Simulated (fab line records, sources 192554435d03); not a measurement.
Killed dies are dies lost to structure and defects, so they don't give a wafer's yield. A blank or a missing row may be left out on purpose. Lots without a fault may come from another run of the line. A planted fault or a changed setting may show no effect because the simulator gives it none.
Which tool did it? | flow n5_finfet | 9 lots, 27 wafers sampled, at 6 steps of a route of 1938

WHAT THE GAUGES READ, wafer by wafer
N5_BEOL_M2_RS_MEAS_58: measures by four-point-probe.
lot  | measured     | on            | M2_RS (ohm/sq)
L449 | day 7 05:23  | film_metro-02 | 0.76 0.68 0.68
L451 | day 7 18:47  | film_metro-01 | 0.66 0.69 0.68
L453 | day 8 13:29  | film_metro-01 | 0.69 0.68 0.69
L456 | day 8 23:06  | film_metro-01 | 0.72 0.68 0.73
L462 | day 10 19:56 | film_metro-01 | 0.65 0.65 0.63
L464 | day 11 04:31 | film_metro-02 | 0.67 0.69 0.63
L466 | day 11 19:57 | film_metro-01 | 0.69 0.63 0.64
L469 | day 13 05:46 | film_metro-02 | 0.59 0.74 0.64
L470 | day 13 07:40 | film_metro-02 | 0.64 0.69 0.61

N5_BEOL_M3_THK_MEAS_01.
lot  | measured     | on            | M3_ILD_THK (nm)
L449 | day 7 05:31  | film_metro-02 | 78.9 80.5 78.9
L451 | day 7 18:55  | film_metro-01 | 76.9 78.3 79.2
L453 | day 8 13:37  | film_metro-02 | 80.5 79.1 80.5
L456 | day 8 23:22  | film_metro-01 | 70.0 71.2 71.3
L462 | day 10 20:04 | film_metro-01 | 69.3 69.9 71.0
L464 | day 11 04:38 | film_metro-01 | 78.0 79.1 80.2
L466 | day 11 20:05 | film_metro-01 | 77.8 78.4 78.7
L469 | day 13 05:54 | film_metro-01 | 78.7 80.3 80.3
L470 | day 13 07:47 | film_metro-01 | 78.2 78.9 79.7

N5_BEOL_M4_RC_MEAS_101.
lot  | measured     | on        | DIBL_N (mV/V)  | DIBL_P (mV/V)  | IOFF_N (nA/um) | IOFF_P (nA/um) | ION_N (uA/um) | ION_P (uA/um) | SS_N (mV/dec)  | SS_P (mV/dec)  | VT_N (mV)   | VT_P (mV)
L449 | day 8 12:34  | prober-02 | 36.6 38.3 34.3 | 37.3 38.7 34.4 | 0.18 0.20 0.13 | 0.19 0.22 0.16 | 697 686 676   | 468 459 463   | 71.9 72.2 70.9 | 74.1 74.5 73.0 | 248 247 254 | -254 -251 -255
L451 | day 8 18:52  | prober-01 | 29.9 35.4 32.0 | 30.0 36.9 32.9 | 0.09 0.16 0.11 | 0.13 0.22 0.17 | 677 671 675   | 470 467 475   | 69.7 71.6 71.5 | 71.6 72.5 71.8 | 256 245 254 | -257 -249 -250
L453 | day 9 07:55  | prober-01 | 34.7 39.3 35.2 | 36.8 41.9 37.8 | 0.13 0.24 0.14 | 0.22 0.32 0.23 | 668 697 660   | 469 476 461   | 71.1 72.0 70.2 | 74.0 74.6 74.2 | 250 244 253 | -248 -243 -248
L456 | day 10 02:14 | prober-01 | 39.2 35.1 33.3 | 43.4 35.1 35.7 | 0.28 0.17 0.13 | 0.32 0.18 0.17 | 689 666 677   | 470 456 463   | 72.0 71.2 69.9 | 75.1 73.2 72.6 | 242 249 251 | -244 -254 -254
L462 | day 12 02:37 | prober-01 | 34.7 38.4 35.1 | 34.9 39.5 35.9 | 0.14 0.21 0.15 | 0.19 0.27 0.21 | 677 684 670   | 466 469 459   | 70.6 72.1 71.5 | 73.5 74.4 72.9 | 251 246 252 | -250 -248 -253
L464 | day 12 12:56 | prober-02 | 34.9 37.1 37.5 | 36.0 38.8 39.1 | 0.14 0.17 0.19 | 0.22 0.26 0.27 | 666 672 694   | 462 469 484   | 70.3 71.8 71.2 | 73.1 73.2 73.4 | 251 248 246 | -247 -246 -244
L466 | day 13 00:16 | prober-02 | 33.7 35.5 37.5 | 35.3 37.1 38.7 | 0.12 0.15 0.17 | 0.17 0.19 0.20 | 674 679 666   | 458 461 445   | 71.4 71.3 72.2 | 72.8 73.7 74.1 | 255 250 253 | -256 -253 -252
L469 | day 14 07:53 | prober-01 | 36.6 35.8 35.0 | 39.2 38.0 36.9 | 0.19 0.16 0.14 | 0.24 0.21 0.20 | 694 684 669   | 479 469 461   | 70.8 71.7 71.0 | 73.8 73.5 73.1 | 242 248 252 | -249 -251 -250
L470 | day 14 13:20 | prober-01 | 35.6 37.2 35.3 | 36.6 38.3 36.1 | 0.14 0.17 0.13 | 0.17 0.19 0.16 | 672 683 650   | 454 463 445   | 71.1 71.8 70.9 | 72.9 73.6 73.2 | 252 251 254 | -256 -254 -258

WHICH TOOL RAN EACH LOT (tool, then ch and the chambers of the sampled wafers, then the start)
lot  | N5_BEOL_M2_ANNEAL_87         | N5_BEOL_M2_ANNEAL_51             | N5_BEOL_M3_ILD_DEP_00
L449 | pvd_sputter-02, day 7 03:02  | rtp_anneal-01 ch 0, day 7 04:16  | pecvd-01 ch 0,1,2, day 7 05:28
L451 | pvd_sputter-02, day 7 16:39  | rtp_anneal-02 ch 0, day 7 17:56  | pecvd-02 ch 0,2, day 7 18:52
L453 | pvd_sputter-03, day 8 11:22  | rtp_anneal-01 ch 0, day 8 12:38  | pecvd-01 ch 1,2, day 8 13:34
L456 | pvd_sputter-01, day 8 21:02  | rtp_anneal-02 ch 0, day 8 22:17  | pecvd-01 ch 0,1, day 8 23:17
L462 | pvd_sputter-02, day 10 17:52 | rtp_anneal-02 ch 0, day 10 19:05 | pecvd-01 ch 0,2, day 10 20:00
L464 | pvd_sputter-01, day 11 02:22 | rtp_anneal-02 ch 0, day 11 03:37 | pecvd-03 ch 0,1,2, day 11 04:34
L466 | pvd_sputter-03, day 11 17:53 | rtp_anneal-02 ch 0, day 11 19:06 | pecvd-03 ch 1,2, day 11 20:01
L469 | pvd_sputter-01, day 13 03:22 | rtp_anneal-01 ch 0, day 13 04:54 | pecvd-03 ch 0,1,2, day 13 05:50
L470 | pvd_sputter-02, day 13 05:35 | rtp_anneal-01 ch 0, day 13 06:49 | pecvd-03 ch 0,1, day 13 07:44
- N5_BEOL_M2_ANNEAL_87: time 240 s.
- N5_BEOL_M2_ANNEAL_51: time 90 s.
- N5_BEOL_M3_ILD_DEP_00: deposits SiOC from DEMS/O2, target thk 79 nm, time 15.3 s.

WHAT THE TOOLS THEMSELVES READ (means of the sampled wafers that have a number; where no wafer has one, the mark that the record gives instead)
N5_BEOL_M2_ANNEAL_87.
lot  | tool           | heater_power_w (W) | susceptor_temp_C (C) | susceptor_temp_C_max
L449 | pvd_sputter-02 | 892                | 400.06               | 400.93
L451 | pvd_sputter-02 | 940                | 399.84               | 400.74
L453 | pvd_sputter-03 | 764                | 399.90               | 400.66
L456 | pvd_sputter-01 | 792                | 400.20               | 400.92
L462 | pvd_sputter-02 | 924                | 399.83               | 401.01
L464 | pvd_sputter-01 | 775                | 400.06               | 400.78
L466 | pvd_sputter-03 | 879                | 399.85               | 400.68
L469 | pvd_sputter-01 | 732                | 399.71               | 400.44
L470 | pvd_sputter-02 | 882                | 400.17               | 401.00

N5_BEOL_M2_ANNEAL_51.
lot  | tool          | wafer_temp_C_max
L449 | rtp_anneal-01 | 226.61
L451 | rtp_anneal-02 | 226.26
L453 | rtp_anneal-01 | 226.21
L456 | rtp_anneal-02 | 226.19
L462 | rtp_anneal-02 | 226.43
L464 | rtp_anneal-02 | 226.77
L466 | rtp_anneal-02 | 226.53
L469 | rtp_anneal-01 | 226.36
L470 | rtp_anneal-01 | 226.44

N5_BEOL_M3_ILD_DEP_00.
lot  | tool     | heater_power_w (W) | rf_fwd_power_W (W) | showerhead_plenum_p_Torr (Torr) | susceptor_temp_C (C) | throttle_valve_pct (%)
L449 | pecvd-01 | 547                | 495.7              | 5.667                           | 349.86               | 11.9
L451 | pecvd-02 | 434                | 494.1              | 5.704                           | 350.10               | 12.1
L453 | pecvd-01 | 542                | 494.0              | 5.669                           | 349.88               | 12.0
L456 | pecvd-01 | 487                | 492.8              | 5.674                           | 350.05               | 11.7
L462 | pecvd-01 | 622                | 495.7              | 5.676                           | 350.10               | 12.0
L464 | pecvd-03 | 554                | 493.6              | 5.695                           | 350.07               | 12.1
L466 | pecvd-03 | 578                | 495.5              | 5.691                           | 349.75               | 11.7
L469 | pecvd-03 | 511                | 494.0              | 5.698                           | 349.97               | 12.1
L470 | pecvd-03 | 522                | 493.7              | 5.705                           | 349.98               | 11.8

THE ANSWER, worked out from the rows above alone
Rule: what is usual is taken from the lots themselves. Put in order of their means at a reading, lots are off if they are a third of the lots or fewer, leave a main group of 4 or more, and stand apart from it by a gap of 3 or more times the standard deviation of the main group's means; of several such gaps the widest counts. A main group whose means are all the same, to the digits that the tables above print for the reading, isn't used. A lot without any number at a reading at which 4 lots or more have one is off too. The other lots that the step has rows for count as sound. The gauges are gone through in route order, then the tools' own readings, and for those a lot's mean is taken as printed above. The first step at which some lot is off is used, and at that step the reading that is off furthest; a lot without a number counts as furthest.
Off: L456, L462, at N5_BEOL_M3_THK_MEAS_01 (M3_ILD_THK). The main group: mean 79.1 nm, standard deviation 0.66.
A tool fits if, at a process step before that reading, it ran every lot that is off, and no sound lot after the first of them. The gauges at N5_BEOL_M3_THK_MEAS_01 are tried like those tools. One fits: pecvd-01 at N5_BEOL_M3_ILD_DEP_00. Its last sound lot is L453 (day 8 13:34), its first lot that is off L456 (day 8 23:17): a fault that began between those two fits.

WHAT THE SIMULATOR HAD PUT IN
Site profile drift: pecvd-01, from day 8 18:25 on, at N5_BEOL_M3_ILD_DEP_00. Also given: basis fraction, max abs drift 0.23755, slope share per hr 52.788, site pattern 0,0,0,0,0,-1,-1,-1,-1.
Lots struck among those shown: L456, L462. The rule above found the same.
